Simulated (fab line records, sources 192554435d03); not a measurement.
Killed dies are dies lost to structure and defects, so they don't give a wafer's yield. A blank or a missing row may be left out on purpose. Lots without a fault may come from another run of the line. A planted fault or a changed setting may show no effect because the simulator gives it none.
Tool commonality check | flow n5_finfet | 10 lots, 30 wafers sampled

WHY IT WAS OPENED
At N5_BEOL_M4_RC_MEAS_101 the reading CJ_N is flagged on 2 of 10 lots. Wafers without a fault read 4.36, standard deviation 0.086.
Rule: a lot is flagged when every wafer of it that has a number lies more than 4 standard deviations from that mean, or none has a number. The other lots count as sound.

lot  | measured     | on        | CJ_N, wafer by wafer | flag
L996 | day 7 20:34  | prober-02 | 4.37 4.28 4.26       |
L998 | day 9 07:53  | prober-02 | 4.36 4.33 4.42       |
L999 | day 9 14:22  | prober-02 | 4.36 4.35 4.33       |
L100 | day 10 00:17 | prober-02 | 4.31 4.36 4.31       |
L106 | day 11 21:41 | prober-01 | 5.52 5.58 5.60       | FLAGGED
L108 | day 12 09:59 | prober-02 | 5.47 5.48 5.56       | FLAGGED
L112 | day 12 18:44 | prober-02 | 4.26 4.38 4.25       |
L115 | day 13 20:10 | prober-02 | 4.39 4.32 4.42       |
L117 | day 14 10:47 | prober-02 | 4.57 4.48 4.53       |
L116 | day 14 17:31 | prober-02 | 4.32 4.31 4.31       |
The numbers of the flagged lots are 5.54 on average: +1.17 against the usual, or +14 standard deviations.

WHICH TOOL RAN EACH LOT
The record holds 2 process steps before the reading, out of a route of 1938 steps. In each cell: the tool, then ch and the chambers that the sampled wafers went through, then the start.
lot  | flag    | N5_ZERO_LAYER_ETCH_17             | N5_WELL_APT_IMPLANT_32
L996 |         | rie_diel-06 ch 0,2,3, day 2 01:04 | implanter-02 ch 0, day 2 03:42
L998 |         | rie_diel-03 ch 0,2,3, day 2 12:44 | implanter-01 ch 0, day 2 15:41
L999 |         | rie_diel-06 ch 0,2,3, day 2 19:00 | implanter-01 ch 0, day 2 22:11
L100 |         | rie_diel-03 ch 1,3, day 3 00:55   | implanter-02 ch 0, day 3 03:23
L106 | FLAGGED | rie_diel-05 ch 1,2, day 4 12:54   | implanter-01 ch 0, day 4 15:29
L108 | FLAGGED | rie_diel-06 ch 1,2,3, day 5 00:50 | implanter-01 ch 0, day 5 03:40
L112 |         | rie_diel-03 ch 2,3, day 6 00:43   | implanter-02 ch 0, day 6 03:34
L115 |         | rie_diel-05 ch 0,1,2, day 6 18:44 | implanter-02 ch 0, day 6 21:20
L117 |         | rie_diel-06 ch 0,2, day 7 06:50   | implanter-02 ch 0, day 7 09:54
L116 |         | rie_diel-05 ch 0,1, day 7 00:51   | implanter-02 ch 0, day 7 03:30
What these steps do:
- N5_ZERO_LAYER_ETCH_17: etches SiO2 in CF4, target depth 12 nm, time 13.3 s.
- N5_WELL_APT_IMPLANT_32
- N5_BEOL_M4_RC_MEAS_101

FLAGGED OVER TOTAL, TOOL BY TOOL (the gauges that took the reading come last)
step                   | tool         | lots run | flagged | share of the flagged lots | sound lots run after its first flagged lot
N5_ZERO_LAYER_ETCH_17  | rie_diel-03  | 3        | 0       | none                      | -
N5_ZERO_LAYER_ETCH_17  | rie_diel-05  | 3        | 1       | some                      | 2 (L115,L116)
N5_ZERO_LAYER_ETCH_17  | rie_diel-06  | 4        | 1       | some                      | 1 (L117)
N5_WELL_APT_IMPLANT_32 | implanter-01 | 4        | 2       | all                       | 0
N5_WELL_APT_IMPLANT_32 | implanter-02 | 6        | 0       | none                      | -
N5_BEOL_M4_RC_MEAS_101 | prober-01    | 1        | 1       | some                      | 0
N5_BEOL_M4_RC_MEAS_101 | prober-02    | 9        | 1       | some                      | 4 (L112,L115,L117,L116)

WHAT THE TABLE ALLOWS
1 row of the table ran every flagged lot: implanter-01 at N5_WELL_APT_IMPLANT_32.
- implanter-01 at N5_WELL_APT_IMPLANT_32: 2 of its 4 lots flagged. Its last sound lot is L999 (day 2 22:11), its first flagged lot L106 (day 4 15:29): a fault that began between those two fits. Its own readings lie more than 4 standard deviations out on every wafer of the flagged lots: beam_energy_keV.
One tool is left: implanter-01 at N5_WELL_APT_IMPLANT_32.

WHAT THE SIMULATOR HAD PUT IN
Process parameter drift: implanter-01, from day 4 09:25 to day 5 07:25, at N5_WELL_APT_IMPLANT_32. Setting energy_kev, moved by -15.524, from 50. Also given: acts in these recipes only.
Lots struck among those shown: L106, L108. The rule above found the same.
